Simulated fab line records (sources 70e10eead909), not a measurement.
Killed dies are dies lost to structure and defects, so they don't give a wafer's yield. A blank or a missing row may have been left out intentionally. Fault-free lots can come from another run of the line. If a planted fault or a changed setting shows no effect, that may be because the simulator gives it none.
Chamber matching -- flow nand_harc -- rie_diel-03 running NHARC_A_CHANNEL_FILL_D2_STRIP_28: 4 sister chambers
The step strips in O2, time 20 s. 4 wafers are shown with their chamber, then 7 later ones without.

WAFERS WITH THEIR CHAMBER
wafer,chamber,showerhead_plenum_p_Torr (Torr)
L084.4,0,3.37
L084.5,1,3.48
L086.1,3,3.64
L086.4,2,3.36

WAFERS WITHOUT THEIR CHAMBER
wafer,showerhead_plenum_p_Torr (Torr)
L086.5,3.48
L092.4,3.47
L092.5,3.37
L092.6,3.47
L097.2,3.36
L097.5,3.37
L097.6,3.47

WHICH CHAMBER EACH ONE RAN IN
wafer,from the rows above,in truth
L086.5,1,1
L092.4,1,1
L092.5,can't be placed: 0 or 2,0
L092.6,1,1
L097.2,can't be placed: 2 or 0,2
L097.5,can't be placed: 0 or 2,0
L097.6,1,1
Correct placement for 4 of the 7. These rows do not allow placing 3 (true chamber among the candidates in 3). Wrongly placed: 0.
How it was worked out, from the rows above alone: a wafer's distance from a chamber is the root of the sum, over the readings, of the square of ((its reading less the chamber's mean) divided by the reading's scatter). The wafer belongs to the nearest chamber; if the next one is less than 2 further off, it can't be placed. The mean given for a chamber averages the wafers shown for that chamber. The scatter (one wafer shown for each chamber): square how far every hidden wafer sits from the nearest shown wafer, average those squares and take the square root.
